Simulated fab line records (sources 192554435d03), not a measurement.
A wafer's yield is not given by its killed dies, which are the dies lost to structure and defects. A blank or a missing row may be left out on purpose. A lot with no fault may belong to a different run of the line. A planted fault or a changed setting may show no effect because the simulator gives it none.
Split-lot trial / flow n5_finfet / 21 wafers read from 7 lots, route of 1938 steps

## THE SPLIT
At N5_BEOL_M0_CUTY_COAT_51 (resist thk 150 nm), the setting spin_rpm was moved away from the recipe's 1500 rpm on 7 of the 21 wafers read, by +5.3% to +10.1%. For the rest of the wafers, this setting stayed at what the recipe calls for.

## FROM THE SPLIT TO THE READING: what the file shows between them, 4 steps
- N5_BEOL_M0_CUTY_EBR_52
- N5_BEOL_M0_CUTY_SOFTBAKE_53: time 60 s
- N5_BEOL_M0_CUTY_EXPOSE_54: exposes mask M0 ABLK
- N5_BEOL_M0_CUTY_PEB_55: peb time 60 s

## THE READING
CAR-ArF-block_of_BEOL_M0_CUTY_COAT_51.thk_nm (the simulator's own value, which no gauge read), in nm, at N5_BEOL_M0_CUTY_DEVELOP_56 (develop time 30 s). The file gives no usual value for it. Across the 14 wafers here that went through the recipe, the average is 148.8 nm and the standard deviation 0.51 nm.

wafer=L080.1; tool, chamber at the split=litho_track-03, 0; spin_rpm as run, rpm=1500; against the recipe=recipe; CAR-ArF-block_of_BEOL_M0_CUTY_COAT_51.thk_nm, nm=148; against lot-mates on the recipe=-
wafer=L080.3; tool, chamber at the split=litho_track-03, 0; spin_rpm as run, rpm=1652; against the recipe=+10.1%; CAR-ArF-block_of_BEOL_M0_CUTY_COAT_51.thk_nm, nm=140.8; against lot-mates on the recipe=-7.2
wafer=L080.5; tool, chamber at the split=litho_track-03, 0; spin_rpm as run, rpm=1652; against the recipe=+10.1%; CAR-ArF-block_of_BEOL_M0_CUTY_COAT_51.thk_nm, nm=140.6; against lot-mates on the recipe=-7.4
wafer=L083.4; tool, chamber at the split=litho_track-02, 0; spin_rpm as run, rpm=1500; against the recipe=recipe; CAR-ArF-block_of_BEOL_M0_CUTY_COAT_51.thk_nm, nm=149.6; against lot-mates on the recipe=-
wafer=L083.6; tool, chamber at the split=litho_track-02, 0; spin_rpm as run, rpm=1500; against the recipe=recipe; CAR-ArF-block_of_BEOL_M0_CUTY_COAT_51.thk_nm, nm=149.6; against lot-mates on the recipe=-
wafer=L083.5; tool, chamber at the split=litho_track-02, 0; spin_rpm as run, rpm=1500; against the recipe=recipe; CAR-ArF-block_of_BEOL_M0_CUTY_COAT_51.thk_nm, nm=149.4; against lot-mates on the recipe=-
wafer=L086.4; tool, chamber at the split=litho_track-04, 0; spin_rpm as run, rpm=1580; against the recipe=+5.3%; CAR-ArF-block_of_BEOL_M0_CUTY_COAT_51.thk_nm, nm=144.6; against lot-mates on the recipe=-3.9
wafer=L086.5; tool, chamber at the split=litho_track-04, 0; spin_rpm as run, rpm=1500; against the recipe=recipe; CAR-ArF-block_of_BEOL_M0_CUTY_COAT_51.thk_nm, nm=148.6; against lot-mates on the recipe=-
wafer=L086.6; tool, chamber at the split=litho_track-04, 0; spin_rpm as run, rpm=1500; against the recipe=recipe; CAR-ArF-block_of_BEOL_M0_CUTY_COAT_51.thk_nm, nm=148.4; against lot-mates on the recipe=-
wafer=L090.2; tool, chamber at the split=litho_track-04, 0; spin_rpm as run, rpm=1500; against the recipe=recipe; CAR-ArF-block_of_BEOL_M0_CUTY_COAT_51.thk_nm, nm=147.8; against lot-mates on the recipe=-
wafer=L090.3; tool, chamber at the split=litho_track-04, 0; spin_rpm as run, rpm=1639; against the recipe=+9.3%; CAR-ArF-block_of_BEOL_M0_CUTY_COAT_51.thk_nm, nm=141.4; against lot-mates on the recipe=-6.4
wafer=L090.4; tool, chamber at the split=litho_track-04, 0; spin_rpm as run, rpm=1639; against the recipe=+9.3%; CAR-ArF-block_of_BEOL_M0_CUTY_COAT_51.thk_nm, nm=141.8; against lot-mates on the recipe=-6.0
wafer=L093.1; tool, chamber at the split=litho_track-04, 0; spin_rpm as run, rpm=1500; against the recipe=recipe; CAR-ArF-block_of_BEOL_M0_CUTY_COAT_51.thk_nm, nm=148.6; against lot-mates on the recipe=-
wafer=L093.2; tool, chamber at the split=litho_track-04, 0; spin_rpm as run, rpm=1500; against the recipe=recipe; CAR-ArF-block_of_BEOL_M0_CUTY_COAT_51.thk_nm, nm=148.6; against lot-mates on the recipe=-
wafer=L093.5; tool, chamber at the split=litho_track-04, 0; spin_rpm as run, rpm=1500; against the recipe=recipe; CAR-ArF-block_of_BEOL_M0_CUTY_COAT_51.thk_nm, nm=148.8; against lot-mates on the recipe=-
wafer=L096.1; tool, chamber at the split=litho_track-02, 0; spin_rpm as run, rpm=1652; against the recipe=+10.1%; CAR-ArF-block_of_BEOL_M0_CUTY_COAT_51.thk_nm, nm=141.4; against lot-mates on the recipe=-7.4
wafer=L096.2; tool, chamber at the split=litho_track-02, 0; spin_rpm as run, rpm=1500; against the recipe=recipe; CAR-ArF-block_of_BEOL_M0_CUTY_COAT_51.thk_nm, nm=148.8; against lot-mates on the recipe=-
wafer=L096.3; tool, chamber at the split=litho_track-02, 0; spin_rpm as run, rpm=1652; against the recipe=+10.1%; CAR-ArF-block_of_BEOL_M0_CUTY_COAT_51.thk_nm, nm=141.2; against lot-mates on the recipe=-7.6
wafer=L097.3; tool, chamber at the split=litho_track-03, 0; spin_rpm as run, rpm=1500; against the recipe=recipe; CAR-ArF-block_of_BEOL_M0_CUTY_COAT_51.thk_nm, nm=149; against lot-mates on the recipe=-
wafer=L097.4; tool, chamber at the split=litho_track-03, 0; spin_rpm as run, rpm=1500; against the recipe=recipe; CAR-ArF-block_of_BEOL_M0_CUTY_COAT_51.thk_nm, nm=148.8; against lot-mates on the recipe=-
wafer=L097.5; tool, chamber at the split=litho_track-03, 0; spin_rpm as run, rpm=1500; against the recipe=recipe; CAR-ArF-block_of_BEOL_M0_CUTY_COAT_51.thk_nm, nm=148.6; against lot-mates on the recipe=-

THE FIT
A straight line over all 21 wafers: CAR-ArF-block_of_BEOL_M0_CUTY_COAT_51.thk_nm changes by -0.768 nm for each +1% of spin_rpm; r = -0.99; the points scatter about the line by 0.46 nm.
The same after taking each lot's own level away (the mean of its wafers on the recipe; 21 wafers): -0.713 nm for each +1%; r = -1.00; scatter 0.2 nm.
On that fit, the largest move of spin_rpm shifts the reading by 7.2 nm.
Measured against the standard deviation above, the lots' own levels, which go from 147.80 to 149.53 nm, span 3.4 times it.
So the lot-to-lot level changes the slope little: the two slopes agree.
Check: for one of the wafers moved furthest among these (+10.1%), held out of the fit, the line's prediction against its lot-mates is -7.23 nm. It came out at -7.2 nm against them.

## THESE WAFERS: OTHER SPLITS
These wafers also went through other splits before the reading. Each is held against what the fit with the lots' levels taken away leaves over:
other split on the same wafers=N5_GATE_CUT_DESCUM_18 time_s; wafers away from the commonest value=10; r with CAR-ArF-block_of_BEOL_M0_CUTY_COAT_51.thk_nm (lot level and that fit taken away)=+0.43
other split on the same wafers=N5_MOL_CONTACT_COAG_CONTACT_ETCH_14 source_w; wafers away from the commonest value=9; r with CAR-ArF-block_of_BEOL_M0_CUTY_COAT_51.thk_nm (lot level and that fit taken away)=+0.06
other split on the same wafers=N5_MOL_CONTACT_COAG_ETCH_15 source_w; wafers away from the commonest value=8; r with CAR-ArF-block_of_BEOL_M0_CUTY_COAT_51.thk_nm (lot level and that fit taken away)=-0.08
other split on the same wafers=N5_MOL_CONTACT_COAG_COAT_64 spin_rpm; wafers away from the commonest value=8; r with CAR-ArF-block_of_BEOL_M0_CUTY_COAT_51.thk_nm (lot level and that fit taken away)=+0.19
other split on the same wafers=N5_MOL_CONTACT_COAG_EXPOSE_37 dose_mj; wafers away from the commonest value=5; r with CAR-ArF-block_of_BEOL_M0_CUTY_COAT_51.thk_nm (lot level and that fit taken away)=+0.07
other split on the same wafers=N5_BEOL_M0_SAQP_ALD_48 ald_cycles; wafers away from the commonest value=9; r with CAR-ArF-block_of_BEOL_M0_CUTY_COAT_51.thk_nm (lot level and that fit taken away)=-0.51

## THE WHOLE CHAIN: every reading that the file lists as answering this split, in the file's order
step=N5_BEOL_M0_CUTY_COAT_51; what it does=resist thk 150 nm; reading=CAR-ArF-block_of_BEOL_M0_CUTY_COAT_51.thk_nm (the simulator's own value, which no gauge read); change (the file's fit)=-0.717 nm for each +1% of the setting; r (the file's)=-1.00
step=N5_BEOL_M0_CUTY_DEVELOP_56; what it does=develop time 30 s; reading=CAR-ArF-block_of_BEOL_M0_CUTY_COAT_51.thk_nm (the simulator's own value, which no gauge read); change (the file's fit)=-0.714 nm for each +1% of the setting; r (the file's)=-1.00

## FILE'S OWN FIT
CAR-ArF-block_of_BEOL_M0_CUTY_COAT_51.thk_nm changes by -0.714 nm for each +1% of spin_rpm, r = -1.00.
